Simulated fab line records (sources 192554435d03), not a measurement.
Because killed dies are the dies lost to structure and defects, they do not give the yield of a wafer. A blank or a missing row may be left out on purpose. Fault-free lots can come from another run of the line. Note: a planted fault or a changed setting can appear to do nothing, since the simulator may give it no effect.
fab line records    flow n5-finfet
[record] lots = 8  wafers = 22  last-day = 17
route steps=1938 shown BEOL_M1@753 BEOL_M4@1111 PASSIVATION@1936
lots untouched by any fault: they come from a run of this same line in which no faults occurred
start-h: hours from the record's first day to the start of the lot's first wafer shown    wait-h: hours from the lot's prior step to this one    " same as the row above    L1.1+2: several wafers, shown together as one row    - either no value or no given start    * or withheld: withheld    < > ~ a bound
route shown NAME@n: a module of which the file shows steps, and the number in the route of the first    usual: mean and standard deviation over wafers with no fault    same: alike in all rows    chamber/n: place in a boat    sites: the reading at each site    _std_site: standard deviation of those values    _edge_site: mean of outer sites minus mean of inner sites    radius-mm: for every site, how far away it sits from the centre of the wafer    mask NAME#n: copy n    behind: tool/chamber where the wafer was last shaped    hold: why the lot was held/for how many hours/how that ended    device: names the non-switching transistor (n, p or np)    end of line: tests of these same wafers at the route's end    for a step that has no rows: nothing shown but its recipe    killed: the dies lost at the first sort to structure and to defects; this is not the yield of the wafer    map: the dies of a wafer, with x for killed, . for not killed, _ for no die there
set.NAME: the setting the step ran with; set.NAME@STEP: the setting that earlier step ran with    model.NAME: the simulator's own value behind a step, which no gauge read
a sample of lots followed through the steps of the route, with each step as a table and each wafer as a row
services: from which hour (start-h, from the record's first day; less than 0 if before it) a tool's chamber was out of use, for how many hours, and why
[[steps]]
[step N5_BEOL_M1_PECVD_72]
[recipe] material = SiO2  target-thk-a = 160  temp-c = 400  precursor = TEOS/O2  pressure-torr = 5.5  rf-w = 450  teos-flow-sccm = 53.8  gas = O2  flow-sccm = 3000  time-s = 18
[usual] chamber-pressure-Torr = 5.498/0.012  heater-power-w = 734/66  showerhead-plenum-p-Torr = 8.77/0.067  throttle-valve-pct = 21.9/0.95
lot.wafer  tool      chamber  start-h  wait-h  chamber-pressure-Torr  heater-power-w  showerhead-plenum-p-Torr  throttle-valve-pct
L136.1     pecvd-01  1        125.21   0.0     5.504                  784             8.81                      22.1
L136.2     "         2        "        "       5.503                  741             8.78                      20.9
L136.3     "         0        "        "       5.475                  676             8.74                      21.4
L140.2     pecvd-03  0        146.43   0.0     5.513                  785             8.87                      21.5
L140.4     "         1        "        "       5.499                  694             8.85                      23.5
L140.6     "         0        "        "       5.517                  775             8.86                      21.5
L143.1     pecvd-02  0        161.59   0.0     5.491                  794             8.74                      21.4
L143.3     "         2        "        "       5.520                  624             8.69                      20.3
L143.6     "         2        "        "       5.500                  634             8.71                      20.0
L148.2     pecvd-03  0        187.53   0.0     5.513                  805             8.89                      21.7
L148.3     "         2        "        "       5.484                  750             8.68                      22.3
L152.4     pecvd-02  2        221.80   0.1     5.480                  681             8.66                      20.0
L152.6     "         1        "        "       5.520                  752             8.71                      23.1
L157.2     pecvd-01  0        245.51   0.0     5.519                  665             8.74                      21.8
L157.3     "         1        "        "       5.492                  715             8.79                      22.5
L157.5     "         2        "        "       5.509                  868             8.80                      21.0
L158.1     pecvd-03  1        257.76   0.0     5.513                  683             8.82                      23.7
L158.2     "         0        "        "       5.480                  838             8.88                      21.8
L158.3     "         2        "        "       5.488                  766             8.67                      22.7
L159.3     pecvd-01  1        263.06   0.0     5.492                  669             8.81                      22.1
L159.4     "         1        "        "       5.507                  704             8.83                      22.3
L159.6     "         0        "        "       5.491                  608             8.72                      21.8
[step N5_BEOL_M1_HM_DEP_02]
[recipe] material = TiN  target-thk-a = 200  temp-c = 25  chamber-pressure-pa = 0.49996
[usual] chamber-pressure-pa = 0.5000/0.00099  throttle-valve-pct = 29.8/1
lot.wafer  tool            chamber  start-h  wait-h  chamber-pressure-pa  throttle-valve-pct
L136.1     pvd-sputter-02  -        126.03   0.8     0.5020               31.6
L136.2     "               -        "        "       0.5011               28.4
L136.3     "               -        "        "       0.4997               30.3
L140.2     pvd-sputter-02  -        147.97   1.5     0.4999               30.0
L140.4     "               -        "        "       0.5009               28.8
L140.6     "               -        "        "       0.4994               30.3
L143.1     pvd-sputter-02  -        163.49   1.9     0.5003               28.7
L143.3     "               -        "        "       0.5003               31.3
L143.6     "               -        "        "       0.5010               31.3
L148.2     pvd-sputter-01  -        188.32   0.8     0.4991               29.8
L148.3     "               -        "        "       0.5002               30.8
L152.4     pvd-sputter-02  -        222.97   1.2     0.4986               28.8
L152.6     "               -        "        "       0.5005               31.3
L157.2     pvd-sputter-01  -        246.92   1.4     0.4997               27.9
L157.3     "               -        "        "       0.4991               29.7
L157.5     "               -        "        "       0.5012               31.0
L158.1     pvd-sputter-02  -        258.57   0.8     0.4991               31.2
L158.2     "               -        "        "       0.4983               28.4
L158.3     "               -        "        "       0.4994               28.7
L159.3     pvd-sputter-01  -        264.93   1.9     0.5001               29.8
L159.4     "               -        "        "       0.5005               27.9
L159.6     "               -        "        "       0.5007               27.9
[step N5_BEOL_M1_STRIP_66]
[recipe] chemistry = CF4  resist = SiARC  power-w = 300  bias-power-w = 75  pressure-mtorr = 50  cf4-flow-sccm = 150  rf-frequency-hz = 6e+07
[usual] drypump-motor-current-A = 5.7/0.31  oes-product-au = 0.76/0.072  rf-vpp-V = 271.0/1.4  showerhead-plenum-p-Torr = 1.80/0.052  throttle-valve-pct = 13.68/0.18
lot.wafer  tool         chamber  start-h  wait-h  drypump-motor-current-A  oes-product-au  rf-hours-counter-h  rf-vpp-V  showerhead-plenum-p-Torr  throttle-valve-pct
L136.1     rie-diel-03  3        127.11   0.0     5.2                      0.75            159                 270.8     1.80                      13.64
L136.2     "            0        "        "       5.4                      0.72            180                 271.0     1.79                      13.74
L136.3     "            1        "        "       6.2                      0.72            172                 268.8     1.73                      13.78
L140.2     rie-diel-03  3        148.82   0.0     5.2                      0.74            167                 271.3     1.80                      13.66
L140.4     "            1        "        "       6.2                      0.70            -                   268.6     1.73                      13.80
L140.6     "            3        "        "       5.3                      0.74            -                   270.6     1.80                      13.65
L143.1     rie-diel-06  1        164.21   0.0     5.9                      0.74            166                 273.0     1.87                      13.77
L143.3     "            0        "        "       5.8                      0.73            147                 270.9     1.81                      13.84
L143.6     "            1        "        "       5.9                      0.74            -                   272.2     1.87                      13.76
L148.2     rie-diel-06  3        189.05   0.0     5.8                      0.88            40                  271.3     1.82                      13.58
L148.3     "            0        "        "       5.8                      0.72            154                 270.0     1.81                      13.88
L152.4     rie-diel-05  1        224.37   0.0     5.7                      0.72            -                   269.6     1.80                      13.46
L152.6     "            3        "        "       6.1                      0.87            -                   272.9     1.90                      13.54
L157.2     rie-diel-05  2        251.00   0.0     5.6                      0.83            69                  270.7     1.81                      13.40
L157.3     "            1        "        "       5.8                      0.71            186                 270.9     1.79                      13.50
L157.5     "            2        "        "       5.6                      0.82            -                   272.9     1.81                      13.41
L158.1     rie-diel-06  2        259.29   0.0     5.5                      0.68            231                 271.3     1.78                      13.65
L158.2     "            1        "        "       5.9                      0.71            194                 271.7     1.87                      13.82
L158.3     "            3        "        "       5.8                      0.86            60                  270.8     1.81                      13.66
L159.3     rie-diel-03  1        265.65   0.0     6.2                      0.68            220                 269.2     1.72                      13.90
L159.4     "            0        "        "       5.4                      0.69            227                 269.9     1.78                      13.83
L159.6     "            1        "        "       6.2                      0.68            -                   268.6     1.72                      13.91
[step N5_BEOL_M1_DESCUM_33]
[recipe] chemistry = O2  time-s = 7  source-power-w = 50  bias-power-w = 20  pressure-mtorr = 20  rf-frequency-hz = 2.712e+07  temp-c = 40  resist = CAR-EUV  o2-flow-sccm = 225
[usual] drypump-motor-current-A = 5.7/0.32  o2-flow-sccm = 225.0/0.65  oes-product-au = 0.76/0.078  rf-vpp-V = 243.1/1.3  showerhead-plenum-p-Torr = 2.09/0.073  throttle-valve-pct = 20.50/0.19
lot.wafer  tool         chamber  start-h  wait-h  drypump-motor-current-A  o2-flow-sccm  oes-product-au  rf-hours-counter-h  rf-vpp-V  showerhead-plenum-p-Torr  throttle-valve-pct
L136.1     rie-diel-06  2        128.23   0.0     5.5                      225.0         0.71            194                 242.9     2.09                      20.45
L136.2     "            1        "        "       5.9                      224.6         0.75            155                 243.6     2.20                      20.61
L136.3     "            0        "        "       5.8                      224.5         0.73            136                 242.1     2.10                      20.68
L140.2     rie-diel-03  3        149.55   0.1     5.2                      225.7         0.75            168                 243.1     2.08                      20.42
L140.4     "            1        "        "       6.2                      226.5         0.71            -                   240.9     2.00                      20.64
L140.6     "            0        "        "       5.4                      224.8         0.72            -                   243.2     2.06                      20.46
L143.1     rie-diel-05  2        164.87   0.0     5.6                      224.4         0.86            51                  243.5     2.12                      20.20
L143.3     "            3        "        "       6.1                      225.2         0.94            7                   244.2     2.23                      20.50
L143.6     "            3        "        "       6.1                      225.4         0.93            -                   244.3     2.23                      20.47
L148.2     rie-diel-03  1        189.84   0.0     6.2                      224.5         0.70            194                 241.6     2.00                      20.64
L148.3     "            0        "        "       5.4                      224.5         0.70            202                 242.0     2.06                      20.49
L152.4     rie-diel-03  0        225.41   0.1     5.4                      225.4         0.70            -                   243.7     2.05                      20.50
L152.6     "            3        "        "       5.2                      226.6         0.73            -                   242.0     2.07                      20.45
L157.2     rie-diel-05  2        252.61   0.8     5.6                      225.8         0.84            69                  244.1     2.11                      20.23
L157.3     "            0        "        "       5.8                      225.5         0.75            171                 242.1     2.00                      20.71
L157.5     "            1        "        "       5.7                      224.6         0.72            -                   243.2     2.06                      20.03
L158.1     rie-diel-03  2        259.96   0.0     5.5                      225.4         0.87            20                  244.5     2.24                      20.38
L158.2     "            3        "        "       5.2                      224.2         0.72            207                 243.3     2.06                      20.46
L158.3     "            1        "        "       6.2                      225.1         0.68            219                 240.0     1.99                      20.69
L159.3     rie-diel-03  1        266.71   0.4     6.3                      224.7         0.68            221                 242.2     1.99                      20.68
L159.4     "            3        "        "       5.2                      226.2         0.73            209                 241.8     2.06                      20.48
L159.6     "            3        "        "       5.2                      226.3         0.72            -                   244.0     2.06                      20.48
[step N5_BEOL_M1_ETCHBACK_99]
[recipe] chemistry = CHF3  target = SiO2  target-depth-a = 50  time-s = 10.4  source-w = 215  bias-w = 47  Ar_flow_sccm = 200  CHF3_flow_sccm = 12  ion-energy-ev = 100  pressure-mtorr = 30
[usual] drypump-motor-current-A = 5.76/0.24  oes-product-au = 0.77/0.078  rf-vpp-V = 241/4.7  showerhead-plenum-p-Torr = 2.16/0.064  throttle-valve-pct = 17.14/0.18
lot.wafer  tool         chamber  start-h  wait-h  drypump-motor-current-A  oes-product-au  rf-hours-counter-h  rf-vpp-V  showerhead-plenum-p-Torr  throttle-valve-pct
L136.1     rie-diel-06  0        128.52   0.1     5.83                     0.73            136                 235       2.16                      17.27
L136.2     "            2        "        "       5.52                     0.70            194                 239       2.12                      16.91
L136.3     "            1        "        "       5.89                     0.74            155                 244       2.24                      17.15
L140.2     rie-diel-03  0        151.89   2.2     5.41                     0.27            189                 244       2.13                      17.15
L140.4     "            0        "        "       5.38                     0.72            -                   244       2.13                      17.17
L140.6     "            1        "        "       6.24                     0.73            -                   243       2.06                      17.25
L143.1     rie-diel-05  1        170.09   5.0     5.75                     0.73            157                 249       2.13                      16.71
L143.3     "            0        "        "       5.82                     0.28            142                 237       2.07                      17.26
L143.6     "            0        "        "       5.84                     0.77            -                   238       2.07                      17.28
L148.2     rie-diel-05  3        190.90   0.6     6.13                     0.90            16                  251       2.29                      17.11
L148.3     "            0        "        "       5.86                     0.77            149                 238       2.06                      17.31
L152.4     rie-diel-05  0        228.80   3.2     5.83                     0.76            -                   236       2.06                      17.33
L152.6     "            3        "        "       6.12                     0.87            -                   249       2.29                      17.16
L157.2     rie-diel-06  0        261.18   8.4     5.83                     0.72            176                 235       2.14                      17.34
L157.3     "            2        "        "       5.52                     0.68            232                 240       2.11                      17.00
L157.5     "            0        "        "       5.84                     0.72            -                   235       2.14                      17.33
L158.1     rie-diel-06  3        264.30   3.9     5.77                     0.86            61                  237       2.19                      17.26
L158.2     "            0        "        "       5.82                     0.72            176                 237       2.14                      17.34
L158.3     "            2        "        "       5.52                     0.67            232                 241       2.11                      16.99
L159.3     rie-diel-06  1        267.59   0.1     5.90                     0.72            197                 243       2.22                      17.21
L159.4     "            2        "        "       5.52                     0.68            234                 239       2.11                      17.01
L159.6     "            1        "        "       5.86                     0.71            -                   245       2.22                      17.21
[step N5_BEOL_M1_OCD_MEAS_38]
[usual] trench-depth-nm = 55.3/1.2
lot.wafer  tool    chamber  start-h  wait-h  trench-depth-nm
L136.1     ocd-01  -        128.91   -       55.4
L136.2     "       -        "        "       54.5
L136.3     "       -        "        "       54.6
L140.2     ocd-01  -        152.29   -       -
L140.4     "       -        "        "       54.7
L140.6     "       -        "        "       56.3
L143.1     ocd-01  -        170.49   -       55.8
L143.3     "       -        "        "       -
L143.6     "       -        "        "       57.2
L148.2     ocd-01  -        191.29   -       54.6
L148.3     "       -        "        "       57.1
L152.4     ocd-01  -        229.18   -       57.3
L152.6     "       -        "        "       54.4
L157.2     ocd-01  -        261.58   -       55.6
L157.3     "       -        "        "       54.6
L157.5     "       -        "        "       55.5
L158.1     ocd-01  -        264.70   -       54.9
L158.2     "       -        "        "       55.5
L158.3     "       -        "        "       54.5
L159.3     ocd-01  -        267.98   -       53.7
L159.4     "       -        "        "       54.2
L159.6     "       -        "        "       53.0
[step N5_BEOL_M1_CD_MEAS_35]
[recipe] target-cd-nm = 18  target-cd-y-nm = 21  polarity = opening
[usual] cd-nm = 18.1/0.35
lot.wafer  tool       chamber  start-h  wait-h  cd-nm
L136.1     cd-sem-01  -        129.06   0.0     18.3
L136.2     "          -        "        "       18.0
L136.3     "          -        "        "       18.2
L140.2     cd-sem-03  -        152.44   0.0     -
L140.4     "          -        "        "       17.9
L140.6     "          -        "        "       18.0
L143.1     cd-sem-02  -        170.64   0.0     18.2
L143.3     "          -        "        "       -
L143.6     "          -        "        "       18.2
L148.2     cd-sem-01  -        191.45   0.0     18.5
L148.3     "          -        "        "       17.7
L152.4     cd-sem-03  -        229.34   0.0     18.0
L152.6     "          -        "        "       18.3
L157.2     cd-sem-03  -        261.74   0.0     17.9
L157.3     "          -        "        "       17.8
L157.5     "          -        "        "       18.4
L158.1     cd-sem-03  -        264.85   0.0     18.1
L158.2     "          -        "        "       18.3
L158.3     "          -        "        "       18.4
L159.3     cd-sem-01  -        268.14   0.0     18.0
L159.4     "          -        "        "       18.3
L159.6     "          -        "        "       17.3
[step N5_BEOL_M4_RC_MEAS_101]
[usual] DIBL_N = 36.6/2.1  DIBL_P = 36.3/2.2  IOFF_N = 0.16/0.036  IOFF_P = 0.21/0.038  ION_N = 671/12  ION_P = 460/7.5  SS_N = 71.8/0.72  SS_P = 73.3/0.72  VT_N = 250/3.2  VT_P = -250/3.5
lot.wafer  tool       chamber  start-h  wait-h  DIBL_N[mV/V]  DIBL_P[mV/V]  IOFF_N[nA/um]  IOFF_P[nA/um]  ION_N[uA/um]  ION_P[uA/um]  SS_N[mV/dec]  SS_P[mV/dec]  VT_N[mV]  VT_P[mV]
L136.1     prober-02  0        162.49   0.0     40.1          39.8          0.20           0.21           675           456           72.6          73.9          248       -254
L136.2     "          0        "        "       35.0          35.4          0.12           0.16           655           453           71.2          72.8          253       -257
L136.3     "          0        "        "       37.9          38.1          0.16           0.19           669           456           71.4          73.9          252       -257
L140.4     prober-01  0        185.86   0.5     34.7          33.7          0.13           0.17           654           451           71.3          72.3          252       -252
L140.6     "          0        "        "       33.8          33.0          0.11           0.15           656           454           70.9          72.3          252       -255
L143.1     prober-02  0        212.55   0.0     38.0          36.7          0.17           0.23           659           459           72.0          73.5          249       -247
L143.6     "          0        "        "       40.2          38.5          0.21           0.26           673           461           72.8          73.4          245       -247
L148.2     prober-01  0        227.19   0.2     36.3          36.0          0.15           0.20           648           449           71.5          72.8          251       -248
L148.3     "          0        "        "       38.9          39.8          0.22           0.26           677           462           72.6          73.6          246       -245
L152.4     prober-01  0        267.92   0.5     34.9          32.9          0.12           0.14           655           446           71.3          72.5          257       -259
L152.6     "          0        "        "       40.3          40.3          0.23           0.26           696           465           72.1          75.3          245       -249
L157.2     prober-01  0        290.95   0.2     37.2          35.3          0.16           0.24           658           456           72.2          73.5          251       -246
L157.3     "          0        "        "       33.6          32.8          0.12           0.21           666           468           70.6          72.2          255       -249
L157.5     "          0        "        "       34.7          33.9          0.14           0.21           667           469           70.3          72.7          247       -246
L158.1     prober-01  0        299.79   0.0     36.2          34.9          0.14           0.17           672           461           71.9          72.5          251       -255
L158.2     "          0        "        "       36.7          35.4          0.14           0.19           673           463           71.5          73.0          250       -253
L158.3     "          0        "        "       34.0          31.1          0.10           0.13           659           451           70.7          71.5          254       -258
L159.3     prober-02  0        300.27   0.3     35.4          34.1          0.15           0.20           671           462           70.7          73.4          250       -248
L159.4     "          0        "        "       36.7          37.2          0.17           0.27           686           478           71.8          73.5          247       -245
L159.6     "          0        "        "       36.5          36.3          0.16           0.23           678           467           71.5          74.0          249       -246
[step N5_PASSIVATION_PROBE_49]
[usual] defect-limited-yield = 91.1/1.4  killed_at_M0_to_M3 = 33/9.1  killed_at_M4_up = 14/5.6  killed-at-contacts = 13/5.7  killed-at-front-end = 42/12  killed-at-other = 4/3  killed-dies = 105/16  killed-on-rim = 13/4  killed-open = 69/11  killed-short = 34/7.5  sort_bin_5_function = 5.2/0.91  sort_bin_6_memory = 3.3/0.64  sort-n-pass = 1075/16  sort-yield-pct = 91.1/1.4
[same] gross-dies = 1180  killed-at-back-side = 0  sort_bin_4_leakage[%] = 0  sort_bin_8_speed[%] = 0
lot.wafer  tool       chamber  start-h  wait-h  defect-limited-yield[%]  killed_at_M0_to_M3  killed_at_M4_up  killed-at-contacts  killed-at-front-end  killed-at-other  killed-dies  killed-on-rim  killed-open  killed-short  sort_bin_5_function[%]  sort_bin_6_memory[%]  sort-n-pass  sort-yield-pct[%]
L140.2     prober-01  -        283.81   0.1     0                        1095                13               19                  51                   2                1180         152            61           42            96.2                    3.3                   0            0
L140.4     prober-01  -        283.91   0.2     91.7                     31                  13               14                  33                   7                98           11             54           40            5.1                     2.9                   1082         91.7
L140.6     prober-01  -        284.01   0.3     91.9                     35                  10               15                  34                   1                95           8              61           32            5.4                     2.3                   1085         91.9
L143.1     prober-01  -        311.01   0.2     92.3                     37                  12               11                  30                   1                91           14             64           25            4.4                     3.1                   1089         92.3
L143.3     prober-01  -        311.11   0.3     0                        1122                8                11                  39                   0                1180         152            51           33            97.3                    2.4                   0            0
L143.6     prober-01  -        311.26   0.4     89.6                     32                  10               8                   68                   5                123          15             80           43            6.0                     4.0                   1057         89.6
L148.2     prober-02  -        326.55   0.1     91.4                     32                  20               10                  37                   3                102          11             72           28            5.5                     2.8                   1078         91.4
L148.3     prober-02  -        326.60   0.1     92.5                     14                  21               16                  31                   6                88           6              63           24            4.2                     3.1                   1092         92.5
L152.4     prober-02  -        362.59   0.2     91.2                     27                  8                11                  56                   2                104          15             64           40            4.7                     3.7                   1076         91.2
L152.6     prober-02  -        362.69   0.3     89.2                     49                  16               18                  40                   5                128          22             90           38            6.6                     4.0                   1052         89.2
// killed by level:class
L140.2 BEOL_M1:area-open=1077 MOL_CONTACT_COAG:geometric-particle:open=15 FIN_SAQP:geometric-particle:short=12 BEOL_M0_SAQP:geometric-particle:short=9 DUMMY_GATE:geometric-particle:open=8 FIN_SAQP:geometric-particle:open=6 GATE_CUT:geometric-particle:short=6 ILD0:geometric-particle:open=5
L140.4 FIN_SAQP:geometric-particle:short=12 BEOL_M0_SAQP:geometric-particle:short=11 MOL_CONTACT_COAG:geometric-particle:open=11 FIN_SAQP:geometric-particle:open=8 BEOL_M1:geometric-particle:open=7 BEOL_M0_SAQP:geometric-particle:open=6 GATE_CUT:geometric-particle:open=3 MOL_CONTACT_COAG:geometric-particle:short=3
L140.6 GATE_CUT:geometric-particle:open=8 MOL_CONTACT_COAG:geometric-particle:open=8 BEOL_M0_SAQP:geometric-particle:short=8 FIN_SAQP:geometric-particle:open=7 BEOL_M2:geometric-particle:open=7 BEOL_M3:geometric-particle:open=7 GATE_CUT:geometric-particle:short=6 MOL_CONTACT_COAG:geometric-particle:short=6
L143.1 BEOL_M0_SAQP:geometric-particle:open=13 MOL_CONTACT_COAG:geometric-particle:open=9 STI_FIN_REVEAL:geometric-particle:open=8 BEOL_M0_SAQP:geometric-particle:short=8 FIN_SAQP:geometric-particle:open=5 DUMMY_GATE:geometric-particle:open=4 BEOL_M1:geometric-particle:open=4 BEOL_M2:geometric-particle:open=4
L143.3 BEOL_M1:area-open=1096 FIN_SAQP:geometric-particle:short=9 BEOL_M0_SAQP:geometric-particle:open=8 STI_FIN_REVEAL:geometric-particle:open=6 MOL_CONTACT_COAG:geometric-particle:open=6 FIN_SAQP:geometric-particle:open=5 MOL_CONTACT_COAG:geometric-particle:short=5 BEOL_M1:geometric-particle:open=5
L143.6 STI_FIN_REVEAL:geometric-particle:open=26 FIN_SAQP:geometric-particle:short=10 BEOL_M0_SAQP:geometric-particle:short=10 BEOL_M0_SAQP:geometric-particle:open=10 FIN_SAQP:geometric-particle:open=8 MOL_CONTACT_COAG:geometric-particle:open=6 STI_FIN_REVEAL:geometric-particle:short=5 DUMMY_GATE:geometric-particle:open=5
L148.2 FIN_SAQP:geometric-particle:open=15 BEOL_M4:geometric-particle:open=8 BEOL_M0_SAQP:geometric-particle:short=7 BEOL_M1:geometric-particle:open=7 BEOL_M3:geometric-particle:open=7 DUMMY_GATE:geometric-particle:open=6 MOL_CONTACT_COAG:geometric-particle:open=6 BEOL_M0_SAQP:geometric-particle:open=6
L148.3 MOL_CONTACT_COAG:geometric-particle:open=13 FIN_SAQP:geometric-particle:open=8 BEOL_M4:geometric-particle:open=8 DUMMY_GATE:geometric-particle:open=7 BEOL_M0_SAQP:geometric-particle:open=5 STI_FIN_REVEAL:geometric-particle:open=4 BEOL_M2:geometric-particle:open=4 FIN_SAQP:geometric-particle:short=3
L152.4 FIN_SAQP:geometric-particle:open=12 FIN_SAQP:geometric-particle:short=12 MOL_CONTACT_COAG:geometric-particle:open=9 DUMMY_GATE:geometric-particle:open=6 BEOL_M1:geometric-particle:open=6 STI_FIN_REVEAL:geometric-particle:open=5 BEOL_M0_SAQP:geometric-particle:open=4 STARTING-WAFER:geometric-particle:open=4
L152.6 BEOL_M2:geometric-particle:open=19 MOL_CONTACT_COAG:geometric-particle:open=14 BEOL_M4:geometric-particle:open=10 GATE_CUT:geometric-particle:short=8 BEOL_M0_SAQP:geometric-particle:open=8 BEOL_M3:geometric-particle:open=8 FIN_SAQP:geometric-particle:open=6 BEOL_M2:geometric-particle:short=6
[[services]]
tool            chamber  start-h  hours  kind
pecvd-02        0        110.42   2.1    scheduled-down
rie-diel-06     1        113.13   2.7    repair
pecvd-01        2        114.12   2.1    scheduled-down
pecvd-02        2        124.07   2.3    repair
rie-diel-03     2        125.25   -      clean
rie-diel-03     2        125.25   -      consumable-replace:focus-ring
rie-diel-03     2        125.25   -      consumable-replace:showerhead
rie-diel-03     2        125.25   35.9   scheduled-down
rie-diel-03     2        125.25   35.9   vent-cycle
rie-diel-05     3        126.60   -      clean
rie-diel-05     3        126.60   -      consumable-replace:focus-ring
rie-diel-05     3        126.60   -      consumable-replace:showerhead
pvd-sputter-01  -        129.27   6.9    repair
rie-diel-05     2        147.57   7.4    repair
pvd-sputter-01  -        161.78   0.8    repair
pecvd-02        2        180.04   2.1    scheduled-down
pecvd-02        1        195.84   18.6   repair
pecvd-03        1        204.64   2.1    scheduled-down
rie-diel-03     2        214.25   38.8   repair
pecvd-01        1        216.41   5.0    repair
pecvd-03        -        254.60   0.9    repair
[[key]]
[first-sign] step = N5_BEOL_M1_ETCHBACK_99  reading = oes-product-au  direction = down  sigmas = 6.3  usual = 0.77  struck = 0.28
[effect] step = N5_BEOL_M1_OCD_MEAS_38  reading = trench-depth-nm  direction = missing
[effect] step = N5_BEOL_M1_CD_MEAS_35  reading = cd-nm  direction = missing
[effect] step = N5_PASSIVATION_PROBE_49  reading = killed_at_M0_to_M3  direction = up  sigmas = 99+  usual = 33  struck = 1108
[more-kills-born-at] N5_BEOL_M1_HM_OPEN_17@rie-metal-02 = 2173
met-at N5_BEOL_M1_HM_DEP_02
struck-lots L140,L143
struck-wafers L140.2,L143.3
later-rows-left-out L140.2,L143.3
not-acting-at N5_BEOL_M1_PECVD_72,N5_BEOL_M1_STRIP_66,N5_BEOL_M1_DESCUM_33
onset-between 126.03 147.97
[fault] kind = process-parameter-drift  tool = pvd-sputter-02  chamber = -  onset-h = 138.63  steps = N5_BEOL_M1_HM_DEP_02  channel = target-thk-a  offset = *  shape = step  end-h = 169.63  scope = struck-wafers-only  acts-in = *  stated = *
// later-rows-left-out: the simulator's readings of these wafers behind a module that went badly wrong aren't trusted and aren't shown, but for the sort
